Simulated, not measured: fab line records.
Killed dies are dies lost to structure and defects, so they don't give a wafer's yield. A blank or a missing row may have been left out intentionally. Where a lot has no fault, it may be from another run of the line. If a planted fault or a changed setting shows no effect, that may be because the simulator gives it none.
fab line records	flow n5-finfet
record: lots: 11	wafers: 33	last-day: 17
route steps=1938 shown BEOL_M1@816 BEOL_M4@1111 PASSIVATION@1936
lots that met no fault: from a run of the same line without faults
start-h: hours from the record's opening day to when the first of the lot's shown wafers began	wait-h: hours from the lot's prior step to this one	" same as the row above	L1.1+2: several wafers, shown together as one row	- no value, or no start was given	* or withheld: withheld	< > ~ a bound
route shown NAME@n: names a module that has steps shown in the file, with the first one's number in the route	usual: mean/standard deviation taken from wafers without a fault	same: alike in all rows	chamber/n: place in a boat	sites: each site's reading	_std_site: standard deviation of those values	_edge_site: the outer-site mean with the inner-site mean subtracted	radius-mm: how far each site lies from the wafer's centre	mask NAME#n: copy n	behind: the last tool/chamber to shape the wafer	hold: the reason the lot was held/the length of the hold in hours/how it ended	device: whichever transistor did not switch (one of n, p or np)	end of line: tests run on the same wafers once the route is complete	step lacking rows: just its recipe	killed: dies that structure and defects cost at the first sort, which is not the same as the wafer's yield	map: a wafer's dies, x killed, . not, _ none there
set.NAME: the setting that was run; set.NAME@STEP: the one run at that earlier step	model.NAME: the simulator's own value behind a step, which no gauge read
steps of the route over a sample of lots; a table a step, a row a wafer
services: when a tool's chamber went out of use (start-h, in hours from the record's first day, below 0 if earlier), for how many hours, and the reason
== steps ==
step: N5_BEOL_M1_SPUTTER_79
recipe: material: Cu	target-thk-a: 45	temp-c: -20	chamber-pressure-pa: 0.07	power-w: withheld	time-s: 8.29
usual: throttle-valve-pct: 29.8/0.96
lot.wafer	tool	chamber	start-h	wait-h	throttle-valve-pct
L106.1	pvd-sputter-02	-	134.59	0.1	29.6
L106.4	"	-	"	"	31.6
L106.6	"	-	"	"	30.0
L107.4	pvd-sputter-01	-	143.08	0.1	28.9
L107.5	"	-	"	"	29.1
L107.6	"	-	"	"	30.2
L110.2	pvd-sputter-01	-	164.09	0.1	30.4
L110.4	"	-	"	"	28.9
L110.5	"	-	"	"	30.0
L111.1	pvd-sputter-01	-	166.91	0.1	28.9
L111.4	"	-	"	"	30.2
L111.5	"	-	"	"	30.3
L113.1	pvd-sputter-01	-	186.30	0.1	30.3
L113.3	"	-	"	"	29.0
L113.4	"	-	"	"	29.1
L112.1	pvd-sputter-01	-	190.63	0.1	29.7
L112.2	"	-	"	"	30.4
L112.6	"	-	"	"	30.6
L119.2	pvd-sputter-02	-	214.17	0.1	30.2
L119.4	"	-	"	"	29.4
L119.6	"	-	"	"	28.9
L118.2	pvd-sputter-03	-	217.56	0.1	27.6
L118.4	"	-	"	"	31.1
L118.6	"	-	"	"	29.4
L122.3	pvd-sputter-01	-	224.59	0.1	30.0
L122.4	"	-	"	"	29.0
L122.6	"	-	"	"	29.9
L125.2	pvd-sputter-02	-	264.74	0.1	30.0
L125.4	"	-	"	"	31.7
L125.5	"	-	"	"	30.1
L126.1	pvd-sputter-02	-	267.90	0.1	29.9
L126.2	"	-	"	"	29.2
L126.3	"	-	"	"	31.7
step: N5_BEOL_M1_ANNEAL_87
recipe: temp-c: 400	time-s: 240	ambient: vacuum
usual: heater-power-w: 821/64
lot.wafer	tool	chamber	start-h	wait-h	heater-power-w
L106.1	pvd-sputter-02	-	135.11	0.0	805
L106.4	"	-	"	"	802
L106.6	"	-	"	"	853
L107.4	pvd-sputter-01	-	143.60	0.0	775
L107.5	"	-	"	"	756
L107.6	"	-	"	"	773
L110.2	pvd-sputter-01	-	164.61	0.0	820
L110.4	"	-	"	"	751
L110.5	"	-	"	"	752
L111.1	pvd-sputter-01	-	167.43	0.0	935
L111.4	"	-	"	"	761
L111.5	"	-	"	"	774
L113.1	pvd-sputter-01	-	186.82	0.0	758
L113.3	"	-	"	"	916
L113.4	"	-	"	"	773
L112.1	pvd-sputter-01	-	191.15	0.0	752
L112.2	"	-	"	"	823
L112.6	"	-	"	"	826
L119.2	pvd-sputter-02	-	214.69	0.0	883
L119.4	"	-	"	"	822
L119.6	"	-	"	"	814
L118.2	pvd-sputter-03	-	218.08	0.0	761
L118.4	"	-	"	"	972
L118.6	"	-	"	"	758
L122.3	pvd-sputter-01	-	225.11	0.0	782
L122.4	"	-	"	"	920
L122.6	"	-	"	"	792
L125.2	pvd-sputter-02	-	265.26	0.0	869
L125.4	"	-	"	"	802
L125.5	"	-	"	"	853
L126.1	pvd-sputter-02	-	268.42	0.0	865
L126.2	"	-	"	"	828
L126.3	"	-	"	"	825
step: N5_BEOL_M1_CMP_52
recipe: stop-on: SiOC	t-overpolish-s: 6.8	down-force-psi: 1	platen-rpm: 50	clearing-platen-down-force-psi: 1.5	clearing-platen-rpm: 50	post-cmp-clean: cu-alkaline	target-thk-nm: 40	clearing-platen-pad-velocity-m-s: 0.99484	pad-velocity-m-s: 0.99484
usual: barrier-field-endpoint-s: 24.9/0.66	edge-zone-pressure-frac: 1.000/0.0047	motor-current-A: 5.9/0.44	overpolish-run-s: 6.800/0.0094	slurry-flow-ml-min: 150.0/0.46	time-to-endpoint-s: 63/3.6
same: t-overpolish-s: 6.8
lot.wafer	tool	chamber	start-h	wait-h	barrier-field-endpoint-s	edge-zone-pressure-frac	motor-current-A	overpolish-run-s	slurry-flow-ml-min	time-to-endpoint-s
L106.1	cmp-04	2	136.74	0.3	24.7	1.007	5.7	6.786	149.8	63
L106.4	"	0	"	"	25.1	1.006	6.7	6.806	150.6	64
L106.6	"	3	"	"	25.1	0.998	6.2	6.795	150.0	60
L107.4	cmp-04	1	145.24	0.2	24.6	0.998	5.9	6.804	150.5	60
L107.5	"	2	"	"	24.9	0.996	5.8	6.826	149.8	65
L107.6	"	3	"	"	23.7	0.994	5.8	6.813	149.3	60
L110.2	cmp-04	3	166.19	0.2	24.3	1.006	6.3	6.803	149.7	57
L110.4	"	1	"	"	25.3	0.998	5.8	6.793	150.1	63
L110.5	"	0	"	"	25.6	0.993	6.4	6.806	150.6	63
L111.4	cmp-03	0	169.10	0.1	25.8	0.990	5.2	6.798	150.0	61
L111.1	"	2	"	"	25.0	0.998	5.8	6.792	149.3	60
L111.5	"	1	"	"	25.4	0.998	5.6	6.794	149.1	63
L113.4	cmp-02	2	188.34	0.1	24.2	0.997	5.6	6.793	150.0	60
L113.3	"	0	"	"	25.3	1.004	6.2	6.784	149.8	66
L113.1	"	1	"	"	24.9	1.002	6.6	6.794	150.1	64
L112.1	cmp-03	3	192.74	0.3	25.3	0.992	6.5	6.803	150.0	70
L112.2	"	0	"	"	25.3	1.007	4.8	6.797	150.0	68
L112.6	"	2	"	"	25.4	1.007	5.7	6.820	149.4	70
L119.2	cmp-03	2	216.20	0.2	25.3	0.993	5.7	6.798	150.1	67
L119.4	"	0	"	"	14.5	0.997	5.3	6.827	149.2	37
L119.6	"	2	"	"	24.2	1.000	5.6	6.817	150.1	66
L118.4	cmp-02	2	219.60	0.1	24.3	0.997	5.4	6.798	150.9	58
L118.2	"	1	"	"	23.9	1.007	6.8	6.823	150.4	61
L118.6	"	3	"	"	24.6	1.002	5.7	6.786	150.1	57
L122.3	cmp-03	1	226.66	0.2	14.0	1.002	5.6	6.792	150.2	36
L122.4	"	2	"	"	13.8	0.997	5.6	6.802	150.2	36
L122.6	"	1	"	"	25.7	1.002	5.7	6.800	149.5	65
L125.4	cmp-04	3	266.77	0.1	23.9	1.003	6.1	6.786	150.8	58
L125.2	"	0	"	"	24.9	0.997	6.0	6.810	149.7	64
L125.5	"	3	"	"	23.7	1.000	6.1	6.790	149.8	54
L126.3	cmp-02	0	270.04	0.2	24.3	1.007	5.9	6.798	150.3	63
L126.1	"	2	"	"	23.5	1.007	5.3	6.797	149.6	59
L126.2	"	3	"	"	23.5	1.001	5.3	6.807	150.6	57
step: N5_BEOL_M4_RC_MEAS_101
usual: DIBL_N: 36.4/2.7	DIBL_P: 36/3.2	IOFF_N: 0.16/0.046	IOFF_P: 0.21/0.055	ION_N: 677/15	ION_P: 464/11	SS_N: 71.5/0.79	SS_P: 73.3/0.93	VT_N: 250/4.1	VT_P: -251/4.4
lot.wafer	tool	chamber	start-h	wait-h	DIBL_N[mV/V]	DIBL_P[mV/V]	IOFF_N[nA/um]	IOFF_P[nA/um]	ION_N[uA/um]	ION_P[uA/um]	SS_N[mV/dec]	SS_P[mV/dec]	VT_N[mV]	VT_P[mV]
L106.1	prober-02	0	166.53	0.0	37.0	35	0.16	0.21	680	467	71.0	73.8	249	-249
L106.4	"	0	"	"	43.5	44	0.32	0.42	733	500	72.7	76.2	242	-240
L106.6	"	0	"	"	39.5	38	0.22	0.29	692	479	71.5	73.5	244	-245
L107.4	prober-02	0	201.23	0.5	36.1	36	0.15	0.20	674	469	70.7	72.6	250	-248
L107.5	"	0	"	"	37.3	37	0.18	0.23	681	471	71.8	74.1	247	-250
L107.6	"	0	"	"	37.3	38	0.18	0.24	689	474	71.7	73.8	246	-248
L110.2	prober-02	0	216.91	0.2	32.8	32	0.11	0.14	648	457	70.1	72.0	253	-255
L110.4	"	0	"	"	35.5	35	0.15	0.19	673	457	70.9	72.6	249	-253
L110.5	"	0	"	"	34.9	34	0.14	0.16	696	462	72.1	73.0	250	-255
L111.1	prober-02	0	226.22	0.0	31.4	30	0.10	0.14	677	464	70.5	72.7	257	-254
L111.4	"	0	"	"	31.9	31	0.11	0.14	659	458	70.4	72.8	256	-254
L111.5	"	0	"	"	34.2	34	0.12	0.17	652	451	71.1	73.1	257	-257
L113.1	prober-02	0	230.80	0.0	38.0	36	0.17	0.23	672	461	72.2	73.8	249	-250
L113.3	"	0	"	"	36.2	36	0.13	0.22	671	461	71.8	72.7	255	-250
L113.4	"	0	"	"	37.5	36	0.17	0.21	683	460	72.0	73.7	249	-252
L112.1	prober-01	0	232.56	0.0	32.3	32	0.10	0.15	669	465	70.9	71.4	255	-253
L112.2	"	0	"	"	36.5	38	0.17	0.23	687	472	71.7	72.6	248	-250
L112.6	"	0	"	"	33.2	33	0.11	0.16	665	458	70.6	71.4	251	-252
L119.2	prober-02	0	257.55	0.2	33.3	34	0.12	0.18	656	454	71.3	73.1	254	-254
L119.4	"	0	"	"	38.7	39	0.24	0.25	684	456	72.1	75.0	244	-251
L119.6	"	0	"	"	36.7	35	0.18	0.19	653	445	72.6	73.5	252	-254
L118.2	prober-01	0	263.50	0.2	34.6	35	0.13	0.16	667	461	71.4	72.8	254	-254
L118.4	"	0	"	"	39.2	41	0.20	0.24	671	459	72.4	74.0	251	-249
L118.6	"	0	"	"	42.8	45	0.29	0.35	698	474	73.4	75.4	245	-246
L122.3	prober-01	0	285.01	0.3	40.7	40	0.20	0.23	690	462	72.2	73.8	249	-250
L122.4	"	0	"	"	42.5	44	0.25	0.31	694	476	72.7	75.2	246	-247
L122.6	"	0	"	"	36.0	35	0.13	0.17	677	467	70.9	72.6	253	-253
L125.2	prober-01	0	298.85	0.2	36.5	35	0.14	0.19	663	462	70.9	72.6	250	-251
L125.4	"	0	"	"	32.8	31	0.10	0.14	659	453	70.5	72.4	256	-256
L125.5	"	0	"	"	35.4	34	0.13	0.17	670	461	71.1	72.0	252	-255
L126.1	prober-02	0	316.62	0.0	36.8	37	0.19	0.23	697	475	71.2	72.9	246	-248
L126.2	"	0	"	"	37.1	38	0.20	0.23	694	466	71.2	73.8	246	-253
L126.3	"	0	"	"	37.0	38	0.17	0.23	673	466	71.6	74.1	247	-251
step: N5_PASSIVATION_PROBE_49
usual: defect-limited-yield: 91.1/1.4	killed_at_M0_to_M3: 34/9.7	killed_at_M4_up: 13/5.1	killed-at-contacts: 14/6.3	killed-at-front-end: 40/11	killed-at-other: 3.5/2.7	killed-dies: 105/16	killed-open: 70/12	killed-short: 34/7.8	sort_bin_4_leakage: 0.02/0.13	sort_bin_5_function: 5.2/0.88	sort_bin_6_memory: 3.3/0.7	sort-n-pass: 1074/17	sort-yield-pct: 91.0/1.5
same: gross-dies: 1180	killed-at-back-side: 0	sort_bin_8_speed[%]: 0
lot.wafer	tool	chamber	start-h	wait-h	defect-limited-yield[%]	killed_at_M0_to_M3	killed_at_M4_up	killed-at-contacts	killed-at-front-end	killed-at-other	killed-dies	killed-open	killed-short	sort_bin_4_leakage[%]	sort_bin_5_function[%]	sort_bin_6_memory[%]	sort-n-pass	sort-yield-pct[%]
L112.1	prober-01	-	335.86	0.0	89.7	40	13	11	57	1	122	83	35	0	6.1	3.9	1058	89.7
L112.2	prober-01	-	335.91	0.1	90.7	36	10	13	47	4	110	77	32	0	5.4	3.8	1070	90.7
L112.6	prober-01	-	336.11	0.3	88.7	32	20	14	66	1	133	87	45	0	5.5	5.1	1047	88.7
killed by level:class
L112.1 STI_FIN_REVEAL:geometric-particle:open=16 BEOL_M0_SAQP:geometric-particle:open=14 MOL_CONTACT_COAG:geometric-particle:open=9 BEOL_M2:geometric-particle:open=8 BEOL_M0_SAQP:geometric-particle:short=7 DUMMY_GATE:geometric-particle:open=6 STI_FIN_REVEAL:geometric-particle:short=5 GATE_CUT:geometric-particle:short=5
L112.2 MOL_CONTACT_COAG:geometric-particle:open=12 BEOL_M0_SAQP:geometric-particle:open=9 STI_FIN_REVEAL:geometric-particle:open=8 BEOL_M0_SAQP:geometric-particle:short=8 BEOL_M5:geometric-particle:open=8 FIN_SAQP:geometric-particle:open=7 DUMMY_GATE:geometric-particle:open=7 BEOL_M3:geometric-particle:open=7
L112.6 STI_FIN_REVEAL:geometric-particle:open=23 MOL_CONTACT_COAG:geometric-particle:open=11 STI_FIN_REVEAL:geometric-particle:short=8 BEOL_M0_SAQP:geometric-particle:short=6 BEOL_M0_SAQP:geometric-particle:open=6 BEOL_M4:geometric-particle:open=6 STARTING-WAFER:geometric-particle:short=6 FIN_SAQP:geometric-particle:open=5
== services ==
tool	chamber	start-h	hours	kind
pvd-sputter-02	-	116.29	4.1	repair
cmp-03	-	123.58	3.4	pm
cmp-04	-	124.09	4.0	pm
cmp-04	-	128.09	-	consumable-replace:conditioner
cmp-04	-	128.09	-	consumable-replace:pad
cmp-04	-	128.09	4.6	pm
pvd-sputter-03	-	137.19	0.5	repair
cmp-04	-	147.72	1.7	repair
cmp-02	-	160.85	1.0	repair
cmp-03	-	161.57	1.2	repair
cmp-02	-	170.68	1.6	repair
pvd-sputter-01	-	172.98	11.1	repair
cmp-02	-	201.76	0.5	repair
cmp-04	-	203.16	1.2	repair
cmp-03	-	236.80	5.6	repair
cmp-02	-	261.13	7.5	pm
== key ==
first-sign: step: N5_BEOL_M1_CMP_52	reading: barrier-field-endpoint-s	direction: down	sigmas: 16	usual: 24.9	struck: 14.1
effect: step: N5_BEOL_M1_CMP_52	reading: time-to-endpoint-s	direction: down	sigmas: 7.5	usual: *	struck: *
met-at N5_BEOL_M1_CMP_52
struck-lots L119,L122
struck-wafers L119.4,L122.3,L122.4
not-acting-at N5_BEOL_M1_SPUTTER_79,N5_BEOL_M1_ANNEAL_87
onset-between 192.74 216.20
fault: kind: process-parameter-drift	tool: cmp-03	chamber: -	onset-h: 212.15	steps: N5_BEOL_M1_CMP_52	channel: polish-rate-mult	offset: 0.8	shape: step	end-h: 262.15	scope: struck-wafers-only
